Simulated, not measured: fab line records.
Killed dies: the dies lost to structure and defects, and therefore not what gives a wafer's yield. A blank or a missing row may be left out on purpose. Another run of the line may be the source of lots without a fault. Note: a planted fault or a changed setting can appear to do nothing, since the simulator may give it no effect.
A struck lot beside a sound one :: flow nandHarc :: 15 steps out of a route of 1302
Sound: the wafers L215.1, L215.2, L215.3. Wafers L217.1, L217.4, L217.5 were the ones struck. Last of all comes the cause.
At each step with rows: each side's tool, then ch and its chambers, then its first start. Under that, the readings that differ: sound wafers :: struck wafers :: difference of the means :: sigmas: that difference in standard deviations of wafers without a fault.
alike: readings whose means differ by less than 2 such deviations, and words and numbers that are the same on both sides. not compared: withheld readings, readings that some wafer has no value for, bounds like >300 that may hide the same value, and numbers for which the record gives no deviation and whose values overlap.
Wherever a step has rows on one side only, a row that says differs or no value, or a row with sigmas, the two part there. When numbers do not overlap yet have no deviation, they are printed without sigmas and do not part them. A reading that every wafer of one side lacks parts them only if that side has two wafers or more.

first, 1 step without rows for these wafers: NHARC_A_CHANNEL_HOLE_D1_STRIP_43 (strips in O2/COS).
NHARC_A_CHANNEL_HOLE_D1_ETCH_44: etches the open film in CF4/O2, target depth 140 nm, overetch 14 nm, time 77 s.
  sound on rieDiel-07 ch 0,2,3, day 10 18:01; struck on rieDiel-06 ch 0,1,3, day 11 20:23
reading: drypumpMotorCurrentA (A)
sound: 5.3 5.4 5.1
struck: 6.4 6.0 6.5
difference: +1.0
sigmas: +2
  alike: biasW, oes_ar_750_au, oesProductAu, rfVppV, showerheadPlenumPTorr, throttleValvePct
  not compared: rfHoursCounterH
NHARC_A_CHANNEL_HOLE_D1_STRIP_27: strips in O2.
  sound on rieDiel-07 ch 0,2,3; struck on rieDiel-06 ch 0,1,3
reading: drypumpMotorCurrentA (A)
sound: 5.3 5.1 5.5
struck: 6.0 6.4 6.5
difference: +1.0
sigmas: +2
  alike: oesProductAu, rfVppV, showerheadPlenumPTorr, throttleValvePct
  not compared: rfHoursCounterH
then, 2 steps without rows for these wafers: NHARC_A_CHANNEL_HOLE_D1_PRECLEAN_28 (cleans in SC1); NHARC_A_CHANNEL_HOLE_D1_SRD_29.
NHARC_A_CHANNEL_HOLE_D1_CD_MEAS_30:
  sound on cdSem-01, day 10 18:49; struck on cdSem-03, day 11 21:10
  alike: cdNm
then, 1 step without rows for these wafers: NHARC_A_CHANNEL_HOLE_D1_XSEM_31.
NHARC_A_CHANNEL_HOLE_D1_INSPECT_40:
  sound on defectInspect-02, day 10 19:00; struck on defectInspect-02, day 11 21:22
  alike: rawDefectCount
then, 2 steps without rows for these wafers: NHARC_A_CHANNEL_FILL_D1_PRECLEAN_00 (cleans in SC1); NHARC_A_CHANNEL_FILL_D1_SRD_01.
NHARC_A_CHANNEL_FILL_D1_ALD_02: deposits SiO2, target thk 6 nm, pulse time 10 s, ald cycles 60.
  sound on aldHk-04 ch 0,1,3, day 10 19:16; struck on aldHk-02 ch 0,2, day 11 21:52
  alike: aldCycles, heaterPowerW, precursorPulseHeightRel
NHARC_A_CHANNEL_FILL_D1_ALD_03: deposits SiNx, target thk 6 nm, pulse time 60 s, ald cycles 58.
  sound on aldSinBatch-01 ch 0; struck on aldSinBatch-01 ch 0
  alike: aldCycles, precursorPulseHeightRel
NHARC_A_CHANNEL_FILL_D1_ALD_14: deposits SiO2, target thk 2.5 nm, pulse time 10 s, ald cycles 25.
  sound on aldHk-04 ch 0,1,3, day 11 02:13; struck on aldHk-04 ch 0,2, day 12 06:13
reading: aldCycles
sound: 25 25 25
struck: 26 26 26
difference: +1
sigmas: 
  alike: heaterPowerW, precursorPulseHeightRel
NHARC_A_CHANNEL_FILL_D1_ALD_15: deposits SiNx, target thk 2 nm, pulse time 60 s, ald cycles 19.
  sound on aldSinBatch-01 ch 0; struck on aldSinBatch-01 ch 0
  alike: aldCycles, precursorPulseHeightRel
NHARC_END_SORT_01:
  the record has rows for the sound wafers here (prober-01 ch 0, day 26 19:28) and none for the struck ones

== WHERE THEY PART ==
Earliest at NHARC_A_CHANNEL_HOLE_D1_ETCH_44; latest, in this record, at NHARC_END_SORT_01.

WHY: what had been put in by the simulator
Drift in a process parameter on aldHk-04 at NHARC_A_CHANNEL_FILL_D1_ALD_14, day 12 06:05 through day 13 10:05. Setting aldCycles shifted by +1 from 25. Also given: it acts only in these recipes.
